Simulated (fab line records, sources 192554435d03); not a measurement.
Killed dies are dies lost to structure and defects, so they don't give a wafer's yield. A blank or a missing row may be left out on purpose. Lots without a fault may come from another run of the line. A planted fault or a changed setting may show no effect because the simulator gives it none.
A struck lot beside a sound one | flow n5_finfet | 18 steps out of a route of 1938
Sound: wafers L627.2, L627.5, L627.6. Struck: wafers L622.3, L622.4, L622.5. The cause comes at the end.
At each step with rows: each side's tool, then ch and its chambers, then its first start. Under that, the readings that differ: sound wafers | struck wafers | difference of the means | sigmas: that difference in standard deviations of wafers without a fault.
alike: readings whose means differ by less than 2 such deviations, and words and numbers that are the same on both sides. not compared: withheld readings, readings that some wafer has no value for, bounds like >300 that may hide the same value, and numbers for which the record gives no deviation and whose values overlap.
The two part at a step that has a row with sigmas, a row that says differs or no value, or rows on one side only. Numbers that don't overlap but have no deviation are shown without sigmas and don't part them. A reading that every wafer of one side lacks parts them only if that side has two wafers or more.

first, 1 step without rows for these wafers: N5_STI_FIN_REVEAL_SRD_21 (time 30 s).
N5_STI_FIN_REVEAL_OXIDATION_33: chemistry O2 PLASMA REMOTE, time 20 s.
  sound on plasma_asher-01 ch 0,1, day 6 08:34; struck on plasma_asher-02 ch 0,1, day 5 01:16
  alike: drypump_motor_current_A, heater_power_w
  not compared: rf_hours_counter_h
then, 2 steps without rows for these wafers: N5_STI_FIN_REVEAL_CLEAN_19 (cleans in O3/DIW, time 120 s); N5_STI_FIN_REVEAL_SRD_23 (time 30 s).
N5_STI_FIN_REVEAL_CD_MEAS_22: target cd 6.238 nm, pitch 28 nm.
  sound on cd_sem-02, day 6 08:44; struck on cd_sem-03, day 5 01:24
  alike: cd_nm
N5_STI_FIN_REVEAL_FIN_H_MEAS_10:
  sound on ocd-02, day 6 08:46; struck on ocd-01, day 5 01:26
  alike: trench_depth_nm
then, 2 steps without rows for these wafers: N5_STI_FIN_REVEAL_PRECLEAN_18 (cleans in SC2, time 45 s); N5_STI_FIN_REVEAL_SRD_28 (time 30 s).
N5_STI_FIN_REVEAL_INSPECT_13: inspects for defects (darkfield).
  sound on defect_inspect-02, day 6 08:52; struck on defect_inspect-01, day 5 01:31
  alike: raw_defect_count
then, 2 steps without rows for these wafers: N5_DUMMY_GATE_PRECLEAN_00 (cleans in O3/DIW, time 60 s); N5_DUMMY_GATE_SRD_01 (time 30 s).
N5_DUMMY_GATE_ALD_02: deposits SiO2, target thk 2 nm, pulse time 1 s.
  sound on ald_sin-03 ch 0,2,3, day 6 08:57; struck on ald_sin-03 ch 0,1, day 5 01:37
  alike: heater_power_w, precursor_pulse_height_rel
N5_DUMMY_GATE_CVD_03: deposits a-Si from SiH4, target thk 150 nm, time 8042 s.
  sound on lpcvd-01 ch 1/70,1/84,1/89, day 6 09:04; struck on lpcvd-02 ch 1/50,1/54,1/59, day 5 01:43
  reading                                     | sound           | struck         | difference | sigmas
  model.a-Si_of_DUMMY_GATE_CVD_03.thk_nm (nm) | 147.6 147 147.6 | 96.2 96.6 96.8 | -50.9      |
  alike: spike_tc_top_C
then, 2 steps without rows for these wafers: N5_DUMMY_GATE_PRECLEAN_46 (cleans in DIW, time 89.5 s); N5_DUMMY_GATE_SRD_47 (dry time 32 s).
N5_DUMMY_GATE_CMP_04: polishes a-Si.
  sound on cmp-04 ch 1,2,3, day 6 12:54; struck on cmp-04 ch 0,1,3, day 5 05:28
  reading                | sound          | struck       | difference | sigmas
  time_to_endpoint_s (s) | 16.4 19.7 17.6 | 6.8 10.8 7.1 | -9.7       | -4
  alike: motor_current_A
  not compared: pad_life_wafers
N5_BEOL_M4_RC_MEAS_101:
  the record has rows for the sound wafers here (prober-02 ch 0, day 11 08:01) and none for the struck ones
-- the record jumps here: 9 days lie between the struck wafers' starts before and after (it left off in module BEOL_M4 and takes up again in module PASSIVATION, whose first step shown is number 1936 of the route) --
N5_PASSIVATION_PROBE_49:
  sound on prober-01, day 15 22:53; struck on prober-01, day 14 17:16
  reading             | sound     | struck         | difference | sigmas
  killed_at_front_end | 41 20 42  | 1137 1123 1122 | +1093      | +99 or more
  killed_dies         | 117 70 91 | 1180 1180 1180 | +1087      | +64
  killed_on_rim       | 15 8 13   | 152 152 152    | +140       | +34
  alike: killed_at_M0_to_M3, killed_at_M4_up, killed_at_contacts, killed_at_other, killed_open, killed_short

WHERE THEY PART
First at N5_DUMMY_GATE_CMP_04; last, within this record, at N5_PASSIVATION_PROBE_49.

WHY: what the simulator had put in
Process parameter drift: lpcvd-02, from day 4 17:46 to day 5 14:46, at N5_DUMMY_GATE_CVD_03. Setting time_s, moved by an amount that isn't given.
